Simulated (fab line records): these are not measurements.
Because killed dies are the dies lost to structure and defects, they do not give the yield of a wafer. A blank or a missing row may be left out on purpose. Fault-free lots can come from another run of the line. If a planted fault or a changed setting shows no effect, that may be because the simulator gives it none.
One fault through the eyes of 2 desks | flow nand_harc | each desk has only its own numbers; what lay behind them comes last

TOOL OWNER'S DESK, rie_diel-12
The tool's own readings at NHARC_P_GATE_ETCH_104 (etches the open film in CF4/CHF3, target depth 60 nm): means of the sampled wafers that have a number, for each lot that ran on this tool. The brackets show how far a lot's mean lies from the usual mean; more than 4 standard deviations puts the lot out of limits, marked OUT.
Columns: A = drypump_motor_current_A at NHARC_P_GATE_ETCH_104, usual 5.7 A; B = oes_product_au at NHARC_P_GATE_ETCH_104, usual 0.950 a.u.; C = rf_fwd_power_W at NHARC_P_GATE_ETCH_104, usual 492.5 W; D = rf_vpp_V at NHARC_P_GATE_ETCH_104, usual 370.4 V; E = showerhead_plenum_p_Torr at NHARC_P_GATE_ETCH_104, usual 1.57 Torr; F = throttle_valve_pct at NHARC_P_GATE_ETCH_104, usual 16.803 %
lot  | first seen here | A   | B     | C               | D     | E    | F
L874 | day 6 01:37     | 6.2 | 0.967 | 492.4           | 372.0 | 1.62 | 16.801
L877 | day 7 04:19     | 5.8 | 0.925 | 491.9           | 370.1 | 1.54 | 16.807
L878 | day 7 23:58     | 6.1 | 1.023 | 552.4 (+25) OUT | 370.9 | 1.56 | 16.801
L882 | day 9 02:09     | 6.2 | 0.983 | 550.9 (+24) OUT | 371.6 | 1.61 | 16.789
L889 | day 11 22:48    | 6.2 | 0.978 | 490.3           | 372.3 | 1.63 | 16.792
L892 | day 13 10:24    | 6.0 | 0.933 | 489.2           | 371.7 | 1.60 | 16.804
L895 | day 14 21:25    | 6.0 | 0.946 | 492.4           | 370.1 | 1.58 | 16.804
This desk's verdict: out of limits on L878, L882, starting with L878 at day 7 23:58 (rf_fwd_power_W at NHARC_P_GATE_ETCH_104). Within limits: L874, L877, L889, L892, L895.

THE METROLOGY DESK
What the gauges read for every lot (on any tool): the sampled wafers with a number, averaged. The brackets show how far a lot's mean lies from the usual mean; more than 4 standard deviations puts the lot out of limits, marked OUT.
Columns: A = cd_nm at NHARC_P_GATE_CD_MEAS_11, usual 1641.8 nm
lot  | first seen here | A
L873 | day 4 16:37     | 1642.8
L874 | day 5 10:31     | 1645.4
L875 | day 5 10:40     | 1640.8
L877 | day 6 11:23     | 1640.3
L878 | day 7 04:59     | 1640.5
L879 | day 7 08:33     | 1642.9
L882 | day 8 12:11     | 1645.6
L889 | day 11 08:14    | 1641.7
L892 | day 12 20:01    | 1644.3
L893 | day 13 10:00    | 1642.5
L894 | day 13 14:46    | 1641.7
L895 | day 14 07:20    | 1641.6
This desk's verdict: no lot among the 12 shows anything out of limits.

ALL TOGETHER
On L878, L882, at day 7 23:58, an alarm was possible from the tool owner's desk.
At the metrology desk, nothing out of limits was observed.
The metrology desk holds a record of L878, L882, inside its limits.
Of the lots named, all ran NHARC_P_GATE_ETCH_104 on rie_diel-12.

WHAT HAD BEEN PUT IN BY THE SIMULATOR
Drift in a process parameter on rie_diel-12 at NHARC_P_GATE_ETCH_104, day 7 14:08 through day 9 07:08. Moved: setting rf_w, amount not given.
Shown lots that were struck: L878, L882.
Time in hours from fault onset to the first out-of-limits reading at each desk: the tool owner's desk, 10.
